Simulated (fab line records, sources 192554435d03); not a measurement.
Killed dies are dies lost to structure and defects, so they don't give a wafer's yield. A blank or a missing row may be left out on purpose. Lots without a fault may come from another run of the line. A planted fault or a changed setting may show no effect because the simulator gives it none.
Problem report in the 8D (eight disciplines) form, filled by code | flow n5_finfet | the parts of the form that need people (team, actions taken, sign-off) are left out

1. THE PROBLEM
M7_OVL at N5_BEOL_M7_OVL_MEAS_12 reads a mean of 6.5 nm on 6 wafers of 2 lots; wafers without a fault read 0.2 nm with a standard deviation of 0.75. That is +8.5 standard deviations from the usual mean.
First seen on wafer L363.1, day 14 07:20, on overlay-01. The record holds 32 wafers of 11 lots with a number at this step. Rule for "out", or "out of limits": more than 4 standard deviations from the usual mean. The other wafers with a number count as sound.

2. WHAT IT IS AND WHAT IT IS NOT
question                    | is                     | is not
which readings at this step | M7_OVL                 | -
which lots                  | L363, L364             | L349, L351, L352, L354, L355, L356, L367, L368, L372
which wafers of those lots  | all that have a number | -
read on which gauges        | overlay-01, overlay-02 | -
when                        | from day 14 07:20      | up to then (17 sound wafers); but 9 sound wafers of L367, L368, L372 came after

3. SUSPECTS, AND WHAT RULES EACH OUT
Counting: a tool at a process step up to the reading stays a suspect if it ran every lot that is out and no sound lot after the first of them.
- the gauge at N5_BEOL_M7_OVL_MEAS_12: ruled out. The wafers that are out were read on 2 gauges (overlay-01, overlay-02).
- arfi_scanner-03 at N5_BEOL_M7_EXPOSE_08 (exposes mask M7): kept. It ran every lot that is out, first L363 (day 14 07:10), and no sound lot after that; its last sound lot up to then is L356 (day 11 22:23).
Left after counting: arfi_scanner-03 at N5_BEOL_M7_EXPOSE_08.

4. THE CAUSE (what the simulator had put in)
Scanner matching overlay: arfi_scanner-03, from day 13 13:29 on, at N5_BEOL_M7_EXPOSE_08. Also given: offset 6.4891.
Counting left only this tool.

5. THE CHAIN OF EFFECTS, in route order
Each row: a reading whose mean over the struck wafers that have a number lies more than 3 standard deviations from the usual. Only readings for which the record gives a usual standard deviation are gone through. hours: the time from each lot's start at the first step in this table that gives one to its start at this step, as a median over the lots. sigmas: the change in usual standard deviations.
hours | step                   | reading | usual  | on struck wafers | change | sigmas
0     | N5_BEOL_M7_OVL_MEAS_12 | M7_OVL  | 0.2 nm | 6.5              | +6.3   | +8.5
Later measuring or inspecting steps at which every struck wafer that the step has a row for has a number for every such reading, and none has moved that far: N5_BEOL_M7_INSPECT_13.

6. WHAT WOULD HAVE CAUGHT IT SOONER
In this record the first reading out of limits at a measuring or inspecting step was taken at day 14 07:20, 18 hours after the fault began at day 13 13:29.
Of the tool readings at N5_BEOL_M7_EXPOSE_08 for which the record gives a usual standard deviation, none was out on any struck wafer, so an alarm limit of 4 standard deviations on them would not have fired.
Of the lots that are out (2), L364 began N5_BEOL_M7_EXPOSE_08 on arfi_scanner-03 after day 14 07:20. A hold on the tool at that time would have spared it.
